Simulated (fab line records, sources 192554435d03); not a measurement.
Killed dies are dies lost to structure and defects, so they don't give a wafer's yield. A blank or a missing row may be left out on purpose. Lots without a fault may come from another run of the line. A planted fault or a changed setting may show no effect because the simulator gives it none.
Split-lot experiment | flow n5_finfet | 7 lots, 21 wafers read, on a route of 1938 steps

THE SPLIT
At N5_BEOL_M14_COAT_66 (time 60 s, resist thk 110 nm), the setting spin_rpm was moved away from the recipe's 1500 rpm on 9 of the 21 wafers read, by -8.3% to +7.1%. The other wafers ran this setting at the recipe's value.

FROM THE SPLIT TO THE READING: what the file shows between them, 4 steps
- N5_BEOL_M14_COAT_22: resist thk 300 nm
- N5_BEOL_M14_EBR_24
- N5_BEOL_M14_DESCUM_33: chemistry O2, time 7.9 s
- N5_BEOL_M14_ETCH_67: etches SiARC in CF4, target depth 143 nm, time 238.3 s

THE READING
SiARC_of_BEOL_M14_COAT_66.thk_nm (the simulator's own value, which no gauge read), in nm, at N5_BEOL_M14_ETCH_68 (etches SOC in N2/H2, time 450 s). The file gives no usual value for it. The 12 wafers here that ran the recipe average 64.9 nm, standard deviation 0.75 nm.

wafer  | tool, chamber at the split | spin_rpm as run, rpm | against the recipe | SiARC_of_BEOL_M14_COAT_66.thk_nm, nm | against lot-mates on the recipe
L077.1 | litho_track-03, 0          | 1607                 | +7.1%              | 61.6                                 | -2.6
L077.5 | litho_track-03, 0          | 1607                 | +7.1%              | 61.4                                 | -2.8
L077.6 | litho_track-03, 0          | 1500                 | recipe             | 64.2                                 | -
L080.1 | litho_track-04, 0          | 1500                 | recipe             | 63.8                                 | -
L080.3 | litho_track-04, 0          | 1544                 | +2.9%              | 65.2                                 | +1.4
L080.6 | litho_track-04, 0          | 1544                 | +2.9%              | 62.6                                 | -1.2
L081.1 | litho_track-04, 0          | 1500                 | recipe             | 65.4                                 | -
L081.2 | litho_track-04, 0          | 1500                 | recipe             | 64.8                                 | -
L081.5 | litho_track-04, 0          | 1500                 | recipe             | 64.2                                 | -
L082.2 | litho_track-04, 0          | 1500                 | recipe             | 64.2                                 | -
L082.3 | litho_track-04, 0          | 1376                 | -8.3%              | 71.2                                 | +7.0
L082.4 | litho_track-04, 0          | 1376                 | -8.3%              | 70.4                                 | +6.2
L086.2 | litho_track-04, 0          | 1547                 | +3.1%              | 63.6                                 | -1.6
L086.6 | litho_track-04, 0          | 1547                 | +3.1%              | 63.6                                 | -1.6
L086.5 | litho_track-04, 0          | 1500                 | recipe             | 65.2                                 | -
L091.3 | litho_track-02, 0          | 1500                 | recipe             | 65                                   | -
L091.4 | litho_track-02, 0          | 1500                 | recipe             | 65                                   | -
L091.6 | litho_track-02, 0          | 1500                 | recipe             | 65.2                                 | -
L093.2 | litho_track-03, 0          | 1500                 | recipe             | 66.8                                 | -
L093.3 | litho_track-03, 0          | 1500                 | recipe             | 64.8                                 | -
L093.5 | litho_track-03, 0          | 1398                 | -6.8%              | 69.4                                 | +3.6

THE FIT
A straight line over all 21 wafers: SiARC_of_BEOL_M14_COAT_66.thk_nm changes by -0.596 nm for each +1% of spin_rpm; r = -0.94; the points scatter about the line by 0.85 nm.
The same after taking each lot's own level away (the mean of its wafers on the recipe; 21 wafers): -0.569 nm for each +1%; r = -0.92; scatter 1 nm.
On that fit, the largest move of spin_rpm shifts the reading by 4.7 nm.
The lots' own levels span 63.80 to 65.80 nm, that is 2.7 times the standard deviation above.
So the lot-to-lot level changes the slope little: the two slopes agree.
Check: with one of the wafers moved furthest among these (-8.3%) left out of the fit, the line predicts +4.53 nm for it against its lot-mates. It came out at +7 nm against them.

THE WHOLE CHAIN: every reading that the file lists as answering this split, in the file's order
step                | what it does                                           | reading                                                                           | change (the file's fit)               | r (the file's)
N5_BEOL_M14_COAT_66 | time 60 s, resist thk 110 nm                           | SiARC_of_BEOL_M14_COAT_66.thk_nm (the simulator's own value, which no gauge read) | -0.595 nm for each +1% of the setting | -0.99
N5_BEOL_M14_ETCH_67 | etches SiARC in CF4, target depth 143 nm, time 238.3 s | etch.depth_nm (the simulator's own value, which no gauge read)                    | -0.603 nm for each +1% of the setting | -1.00
N5_BEOL_M14_ETCH_67 | etches SiARC in CF4, target depth 143 nm, time 238.3 s | coat_of_BEOL_M14_COAT_22.thk_nm (the simulator's own value, which no gauge read)  | +0.4 nm for each +1% of the setting   | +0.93
N5_BEOL_M14_ETCH_68 | etches SOC in N2/H2, time 450 s                        | SiARC_of_BEOL_M14_COAT_66.thk_nm (the simulator's own value, which no gauge read) | -0.56 nm for each +1% of the setting  | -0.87

THE FILE'S OWN FIT
SiARC_of_BEOL_M14_COAT_66.thk_nm changes by -0.56 nm for each +1% of spin_rpm, r = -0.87.
